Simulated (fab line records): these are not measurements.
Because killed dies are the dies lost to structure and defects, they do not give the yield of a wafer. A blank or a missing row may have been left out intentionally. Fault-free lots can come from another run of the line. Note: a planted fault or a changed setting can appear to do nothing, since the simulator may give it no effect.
Chamber matching / flow nandHarc / NHARC_P_M1_STRIP_18 on rieDiel-09: 4 sister chambers
The step strips in N2/H2. 4 wafers are shown with their chamber, then 11 later ones without.

WAFERS, EACH WITH ITS CHAMBER
wafer=L084.6; chamber=2; showerheadPlenumPTorr (Torr)=2.05
wafer=L087.3; chamber=1; showerheadPlenumPTorr (Torr)=2.08
wafer=L087.6; chamber=3; showerheadPlenumPTorr (Torr)=1.98
wafer=L088.3; chamber=0; showerheadPlenumPTorr (Torr)=1.90

WAFERS MISSING THEIR CHAMBER
wafer=L088.4; showerheadPlenumPTorr (Torr)=2.08
wafer=L088.6; showerheadPlenumPTorr (Torr)=1.97
wafer=L089.3; showerheadPlenumPTorr (Torr)=2.08
wafer=L089.4; showerheadPlenumPTorr (Torr)=1.90
wafer=L089.5; showerheadPlenumPTorr (Torr)=2.08
wafer=L090.2; showerheadPlenumPTorr (Torr)=1.97
wafer=L090.3; showerheadPlenumPTorr (Torr)=2.05
wafer=L090.6; showerheadPlenumPTorr (Torr)=2.05
wafer=L092.3; showerheadPlenumPTorr (Torr)=2.05
wafer=L092.4; showerheadPlenumPTorr (Torr)=1.98
wafer=L092.5; showerheadPlenumPTorr (Torr)=1.97

THE CHAMBER EACH PASSED THROUGH
wafer=L088.4; from the rows above=1; in truth=1
wafer=L088.6; from the rows above=3; in truth=3
wafer=L089.3; from the rows above=1; in truth=1
wafer=L089.4; from the rows above=0; in truth=0
wafer=L089.5; from the rows above=1; in truth=1
wafer=L090.2; from the rows above=3; in truth=3
wafer=L090.3; from the rows above=2; in truth=2
wafer=L090.6; from the rows above=2; in truth=2
wafer=L092.3; from the rows above=2; in truth=2
wafer=L092.4; from the rows above=3; in truth=3
wafer=L092.5; from the rows above=3; in truth=3
11 of 11 placed correctly. Number that these rows cannot place: 0. Placed wrongly: 0.
How it was worked out, from the rows above alone: a wafer's distance from a chamber is the root of the sum, over the readings, of the square of ((its reading less the chamber's mean) divided by the reading's scatter). The wafer belongs to the nearest chamber; if the next one is less than 2 further off, it can't be placed. For every chamber, the mean is computed from those of its wafers that are shown. The scatter: root of mean squared gap, hidden wafer to nearest shown wafer, with one shown wafer a chamber.
